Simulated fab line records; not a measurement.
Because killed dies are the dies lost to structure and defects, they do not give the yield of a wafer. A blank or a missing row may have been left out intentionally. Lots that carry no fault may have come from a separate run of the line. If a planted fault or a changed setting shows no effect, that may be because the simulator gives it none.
Struck lot and sound lot, side by side	flow n5Finfet	40 steps out of a route of 1938
Sound: wafers L332.1, L332.4, L332.6. Wafers struck: L337.2, L337.5. The cause is named last.
Each step with rows lists, per side, the tool, then ch with its chambers, then its first start. Under that, the readings that differ: sound wafers	struck wafers	difference of the means	sigmas: that difference in standard deviations of wafers without a fault.
alike: a reading whose means differ by less than 2 such deviations, as well as words and numbers matching on both sides. not compared: withheld readings; readings where some wafer has no value; bounds like >300 that might hide an equal value; numbers whose values overlap and for which the record gives no deviation.
A row with sigmas, a row that says differs or no value, or rows on one side alone: a step with any of these is where the two part. Numbers that have no deviation but don't overlap get no sigmas and don't part them. A reading missing from all wafers of one side parts the sides only when that side holds two or more wafers.

first, 12 steps without rows for these wafers: N5_HKMG_FIN_STRIP_93 (strips SOC in N2/H2, time 20 s); N5_HKMG_FIN_WET_ETCH_76 (etches Al2O3 in dNH4OH, stops on La2O3, target depth 2.25 nm, rinse time 30 s); N5_HKMG_FIN_STRIP_60 (strips in N2/H2, time 360 s); N5_HKMG_FIN_WET_ETCH_77 (etches La2O3 in dHCl, stops on HfO2, target depth 2 nm); N5_HKMG_FIN_WET_ETCH_78 (etches Al2O3 in dNH4OH, stops on La2O3, target depth 4.5 nm, rinse time 30 s); N5_HKMG_FIN_ALD_79 (deposits TiN, target thk 1.5 nm, pulse time 1 s, purge time 3 s); N5_HKMG_FIN_CVD_62 (deposits a-Si from Si2H6, target thk 3 nm, time 20.8 s); N5_HKMG_FIN_RTA_80 (time 2 s); N5_HKMG_FIN_PRECLEAN_64 (cleans in dHF, time 30 s); N5_HKMG_FIN_WET_ETCH_65 (etches a-Si in TMAH, stops on TiN, time 49 s, target depth 3 nm); N5_HKMG_FIN_WET_ETCH_81 (etches TiN in SC1, stops on HfO2, time 57 s, target depth 6 nm); N5_HKMG_FIN_WET_ETCH_82 (etches La2O3 in dHCl, stops on HfO2, target depth 2 nm, rinse time 30 s).
N5_HKMG_FIN_ALD_36: deposits TiN, target thk 1 nm, pulse time 1 s, purge time 3 s.
  sound on aldMetal-01 ch 2,3, day 5 15:16; struck on aldMetal-01 ch 0, day 6 20:06
reading	sound	struck	difference	sigmas
aldCycles	47 47 47	22 22	-25	
heaterPowerW (W)	858 631 620	932 916	+221	+3
model.TiN_of_HKMG_FIN_ALD_36.thkNm (nm)	1 1 1	0.4 0.4	-0.6	
  alike: precursorPulseHeightRel
then, 25 steps without rows for these wafers: N5_HKMG_FIN_PWFM_ALD_03 (deposits TiN, target thk 2 nm, pulse time 1 s, purge time 3 s); N5_HKMG_FIN_COAT_29 (time 60 s, resist thk 300 nm); N5_HKMG_FIN_COAT_30 (time 60 s, resist thk 35 nm); N5_HKMG_FIN_COAT_06 (resist thk 90 nm); N5_HKMG_FIN_EBR_08; N5_HKMG_FIN_SOFTBAKE_07 (time 60 s); N5_HKMG_FIN_EXPOSE_09 (exposes mask NWFM); N5_HKMG_FIN_PEB_10 (peb time 60 s); N5_HKMG_FIN_DEVELOP_11 (develop time 30 s); N5_HKMG_FIN_DESCUM_17 (chemistry O2, time 7.9 s); N5_HKMG_FIN_ETCH_31 (etches SiARC in CF4, target depth 45.5 nm, time 75.8 s); N5_HKMG_FIN_ETCH_32 (etches SOC in N2/H2, target depth 240 nm, time 300 s); N5_HKMG_FIN_STRIP_33 (strips in N2/H2); N5_HKMG_FIN_STRIP_34 (strips in CF4); N5_HKMG_FIN_ETCH_35 (etches SOC in N2/H2, target depth 215.8 nm, time 243.4 s); N5_HKMG_FIN_STRIP_92 (strips SOC in N2/H2, time 20 s); N5_HKMG_FIN_WET_ETCH_18 (etches TiN in SC1, time 55 s, target depth 5.2 nm, rinse time 30 s); N5_HKMG_FIN_STRIP_19 (strips in N2/H2, time 360 s); N5_HKMG_FIN_ALD_91 (deposits TiN, target thk 1 nm, pulse time 1 s, purge time 3 s); N5_HKMG_FIN_COAT_85 (time 60 s, resist thk 300 nm); N5_HKMG_FIN_ETCH_86 (etches SOC in N2/H2, stops on TiN, target depth 393.2 nm); N5_HKMG_FIN_STRIP_89 (strips SOC in N2/H2, time 20 s); N5_HKMG_FIN_WET_ETCH_87 (etches TiN in SC1, time 154.2 s, target depth 4.7 nm, rinse time 30 s); N5_HKMG_FIN_STRIP_88 (strips in N2/H2, time 360 s); N5_HKMG_FIN_NWFM_ALD_20 (deposits TiAlC, target thk 2 nm, pulse time 3 s, purge time 2 s).
-- record jumps: 4 days separate the struck wafers' starts on either side; left off in module HKMG_FIN, taken up again in module BEOL_M4, whose first shown step is the route's number 1111 --
N5_BEOL_M4_RC_MEAS_101:
  sound on prober-01 ch 0, day 9 22:18; struck on prober-02 ch 0, day 10 17:14
reading	sound	struck	difference	sigmas
IOFF_P (nA/um)	0.24 0.29 0.24	0.10 0.08	-0.17	-5
IOFF_P_85C (nA/um)	4.1 4.8 4.0	2.0 1.7	-2.4	-5
IOFF_P_LIN (nA/um)	0.112 0.126 0.110	0.047 0.040	-0.073	-6
IOFF_P_LONG (nA/um)	0.000116 0.00012 0.00012	6e-05 6.1e-05	-6e-05	-7
ION_P (uA/um)	472 477 473	427 429	-46	-7
VT_P (mV)	-246 -247 -245	-272 -274	-27	-9
VT_P_LONG (mV)	-270 -270 -273	-299 -297	-27	-8
VT_P_LVT (mV)	-95.5 -93.6 -95.8	-121.6 -123.6	-27.6	-10
  alike: DIBL_N, DIBL_P, IOFF_N, ION_N, SS_N, SS_P, VT_N
-- here the record skips 4 days between the struck wafers' starts before and after, leaving off in module BEOL_M4 and picking up in module PASSIVATION (first step shown: number 1936 of the route) --
N5_PASSIVATION_PROBE_49:
  struck on prober-01, day 15 01:31; sound on prober-02, day 14 17:26
reading	sound	struck	difference	sigmas
killedShort	40 49 37	32 20	-16	-2
sort_bin_8_speed (%)	0 0 0	40.93 17.29	+29.11	+99 or more
sortNPass	1067 1049 1065	584 905	-316	-19
sortYieldPct (%)	90.4 88.9 90.3	49.5 76.7	-26.8	-19
  alike: defectLimitedYield, killed_at_M0_to_M3, killed_at_M4_up, killedAtContacts, killedAtFrontEnd, killedAtOther, killedDies, killedOpen, sort_bin_5_function, sort_bin_6_memory

WHERE THEY PART
Earliest at N5_HKMG_FIN_ALD_36; latest, in this record, at N5_PASSIVATION_PROBE_49.

WHY: what the simulator had put in
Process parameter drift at N5_HKMG_FIN_ALD_36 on aldMetal-01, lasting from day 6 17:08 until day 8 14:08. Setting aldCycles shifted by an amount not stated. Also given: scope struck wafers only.
